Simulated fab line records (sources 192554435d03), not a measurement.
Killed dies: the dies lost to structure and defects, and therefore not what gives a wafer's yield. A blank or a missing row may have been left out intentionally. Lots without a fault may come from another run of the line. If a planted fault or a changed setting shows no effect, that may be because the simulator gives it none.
Which tool was responsible? -- flow n5Finfet -- 24 lots with 72 wafers sampled at 4 steps, on a route of 1938 steps

WHAT THE GAUGES READ, wafer by wafer
N5_BEOL_M0_CUTY_CD_MEAS_57 targets a cd of 200 nm.
lot,measured,on,cdNm (nm)
L074,day 5 22:44,cdSem-01,199.4 199.7 201.9
L075,day 6 05:45,cdSem-01,200.5 200.5 202.5
L076,day 6 16:56,cdSem-02,199.7 198.7 200.3
L078,day 6 18:50,cdSem-01,199.7 200.1 201.2
L077,day 7 00:22,cdSem-02,198.5 199.1 198.3
L079,day 7 00:58,cdSem-02,199.2 201.0 199.7
L080,day 7 05:25,cdSem-01,199.9 199.5 198.9
L081,day 7 07:52,cdSem-01,201.1 200.3 199.9
L082,day 7 19:05,cdSem-01,198.0 199.0 198.4
L083,day 7 23:19,cdSem-02,200.3 199.0 197.6
L084,day 8 11:06,cdSem-02,199.7 199.5 198.2
L085,day 8 20:15,cdSem-02,200.0 198.6 200.1
L086,day 8 21:28,cdSem-02,201.2 199.7 199.9
L087,day 9 06:34,cdSem-01,201.3 200.2 200.3
L088,day 9 12:20,cdSem-02,201.0 201.3 200.4
L089,day 9 14:24,cdSem-01,202.0 200.8 202.5
L090,day 9 17:03,cdSem-02,198.8 198.0 199.1
L091,day 9 22:31,cdSem-02,199.6 199.3 199.8
L092,day 10 08:26,cdSem-01,198.0 197.6 198.6
L093,day 10 13:55,cdSem-02,198.4 199.9 199.0
L094,day 10 22:13,cdSem-01,202.5 201.0 200.7
L095,day 11 02:27,cdSem-01,198.4 199.6 199.1
L096,day 11 04:55,cdSem-02,201.3 201.8 201.5
L097,day 11 13:49,cdSem-01,201.9 202.3 201.5

N5_BEOL_M0_CUTY_INSPECT_59: inspects for defects (macro).
lot,measured,on,rawDefectCount
L074,day 5 22:47,defectInspect-02,4 4 1
L075,day 6 05:48,defectInspect-02,1 2 1
L076,day 6 16:59,defectInspect-01,4 2 1
L078,day 6 18:53,defectInspect-02,1 6 1
L077,day 7 00:30,defectInspect-01,2 2 0
L079,day 7 01:01,defectInspect-01,2 3 3
L080,day 7 05:28,defectInspect-01,2 2 1
L081,day 7 07:55,defectInspect-01,2 3 2
L082,day 7 19:08,defectInspect-02,4 2 6
L083,day 7 23:22,defectInspect-02,2 2 3
L084,day 8 11:09,defectInspect-02,2 2 3
L085,day 8 20:18,defectInspect-02,2 1 5
L086,day 8 21:32,defectInspect-02,3 1 1
L087,day 9 06:38,defectInspect-01,3 2 0
L088,day 9 12:23,defectInspect-02,3 4 3
L089,day 9 14:27,defectInspect-01,1 4 3
L090,day 9 17:06,defectInspect-01,1 4 3
L091,day 9 22:34,defectInspect-01,3 1 3
L092,day 10 08:29,defectInspect-01,1 6 2
L093,day 10 13:59,defectInspect-02,3 2 3
L094,day 10 22:17,defectInspect-02,3 3 3
L095,day 11 02:31,defectInspect-01,2 0 2
L096,day 11 04:59,defectInspect-01,3 4 1
L097,day 11 13:53,defectInspect-01,0 3 2

WHAT TOOL EACH LOT RAN ON (gives the tool, then ch and the chambers of the sampled wafers, and finally the start)
lot,N5_BEOL_M0_SAQP_ILD_DEP_01,N5_BEOL_M0_SAQP_SPACER2_ALD_26
L074,"pecvd-02 ch 0,1,2, day 5 15:29","aldSin-03 ch 0,1,3, day 5 20:12"
L075,"pecvd-02 ch 1,2, day 5 18:29","aldSin-02 ch 0,3, day 6 01:54"
L076,"pecvd-04 ch 0,1,2, day 6 09:42","aldSin-03 ch 2,3, day 6 14:04"
L078,"pecvd-02 ch 0,1,2, day 6 12:43","aldSin-02 ch 0,1,2, day 6 16:28"
L077,"pecvd-02 ch 0,1,2, day 6 15:42","aldSin-02 ch 1,2,3, day 6 21:42"
L079,"pecvd-01 ch 0,2, day 6 18:42","aldSin-04 ch 0,1,2, day 6 22:18"
L080,"pecvd-02 ch 0,1, day 6 21:42","aldSin-02 ch 0,3, day 7 02:56"
L081,"pecvd-01 ch 0,1,2, day 7 00:43","aldSin-04 ch 0,1, day 7 05:16"
L082,"pecvd-04 ch 0,1,2, day 7 08:10","aldSin-03 ch 2,3, day 7 16:38"
L083,"pecvd-04 ch 0,1, day 7 16:24","aldSin-03 ch 0,1,3, day 7 20:27"
L084,"pecvd-01 ch 0,2, day 8 02:17","aldSin-03 ch 2,3, day 8 08:22"
L085,"pecvd-04 ch 0,1,2, day 8 11:52","aldSin-03 ch 2,3, day 8 17:29"
L086,"pecvd-04 ch 0,1,2, day 8 14:51","aldSin-04 ch 0,2,3, day 8 18:35"
L087,"pecvd-04 ch 0,1,2, day 8 21:32","aldSin-04 ch 1,2,3, day 9 02:39"
L088,"pecvd-02 ch 1,2, day 9 00:31","aldSin-04 ch 0,2,3, day 9 06:03"
L089,"pecvd-02 ch 0,1, day 9 05:08","aldSin-04 ch 0,2, day 9 11:55"
L090,"pecvd-04 ch 0,1,2, day 9 08:08","aldSin-04 ch 2,3, day 9 14:34"
L091,"pecvd-01 ch 0,1, day 9 12:52","aldSin-04 ch 0,2,3, day 9 19:53"
L092,"pecvd-01 ch 1,2, day 9 22:38","aldSin-04 ch 0,1, day 10 06:04"
L093,"pecvd-02 ch 1,2, day 10 06:42","aldSin-02 ch 2,3, day 10 11:13"
L094,"pecvd-04 ch 0,1, day 10 14:34","aldSin-03 ch 0,1,2, day 10 19:13"
L095,"pecvd-04 ch 0,1, day 10 17:34","aldSin-04 ch 0,1,2, day 10 23:44"
L096,"pecvd-01 ch 2, day 10 20:34","aldSin-02 ch 1,2, day 11 02:23"
L097,"pecvd-04 ch 0,1, day 11 05:28","aldSin-03 ch 1,2,3, day 11 10:28"
- N5_BEOL_M0_SAQP_ILD_DEP_01: deposits SiOC from DEMS/O2, target thk 45.419 nm, time 8.7 s.
- N5_BEOL_M0_SAQP_SPACER2_ALD_26: deposits SiO2, target thk 15 nm, pulse time 1 s, purge time 2 s.

WHAT THE TOOLS THEMSELVES READ (means of the sampled wafers that have a number; where no wafer has one, the mark that the record gives instead)
N5_BEOL_M0_SAQP_ILD_DEP_01.
lot,tool,heaterPowerW (W),showerheadPlenumPTorr (Torr),throttleValvePct (%)
L074,pecvd-02,505,5.718,11.8
L075,pecvd-02,585,5.712,11.8
L076,pecvd-04,456,5.700,12.3
L078,pecvd-02,541,5.713,11.5
L077,pecvd-02,507,5.712,11.6
L079,pecvd-01,478,5.671,11.8
L080,pecvd-02,513,5.704,11.8
L081,pecvd-01,447,5.682,12.3
L082,pecvd-04,451,5.706,12.5
L083,pecvd-04,482,5.701,12.9
L084,pecvd-01,471,5.673,12.0
L085,pecvd-04,419,5.697,12.3
L086,pecvd-04,454,5.699,12.5
L087,pecvd-04,445,5.704,12.3
L088,pecvd-02,564,5.703,11.8
L089,pecvd-02,530,5.701,11.8
L090,pecvd-04,437,5.696,12.4
L091,pecvd-01,399,5.682,12.5
L092,pecvd-01,417,5.685,12.8
L093,pecvd-02,521,5.707,12.0
L094,pecvd-04,436,5.700,12.8
L095,pecvd-04,473,5.703,12.9
L096,pecvd-01,539,5.661,11.6
L097,pecvd-04,451,5.696,13.0

N5_BEOL_M0_SAQP_SPACER2_ALD_26.
lot,tool,heaterPowerW (W),precursorPulseHeightRel
L074,aldSin-03,463,0.997
L075,aldSin-02,506,0.990
L076,aldSin-03,437,1.005
L078,aldSin-02,461,0.999
L077,aldSin-02,489,0.976
L079,aldSin-04,426,1.007
L080,aldSin-02,476,1.031
L081,aldSin-04,415,0.997
L082,aldSin-03,493,0.977
L083,aldSin-03,459,1.014
L084,aldSin-03,484,1.000
L085,aldSin-03,442,1.000
L086,aldSin-04,397,0.999
L087,aldSin-04,428,1.002
L088,aldSin-04,399,0.992
L089,aldSin-04,406,1.016
L090,aldSin-04,399,1.011
L091,aldSin-04,401,1.003
L092,aldSin-04,419,1.016
L093,aldSin-02,502,1.003
L094,aldSin-03,509,1.009
L095,aldSin-04,433,0.996
L096,aldSin-02,472,0.999
L097,aldSin-03,457,0.991

THE ANSWER, worked out from the rows above alone
Rule: the usual values come from the lots themselves. Put in order of their means at a reading, lots are off if they are a third of the lots or fewer, leave a main group of 4 or more, and stand apart from it by a gap of 3 or more times the standard deviation of the main group's means; of several such gaps the widest counts. A main group whose means are all the same, to the digits that the tables above print for the reading, isn't used. Also off: a lot with no number at a reading for which 4 or more lots have one. The other lots that the step has rows for count as sound. Order of review: gauges by route order, followed by the tools' own readings, for which a lot's mean as printed above is used. At the first step where some lot is off, the reading lying furthest off is the one used; lots without a number count as furthest.
None of the lots is off at any reading shown; this tells nothing.

WHAT THE SIMULATOR HAD PUT IN
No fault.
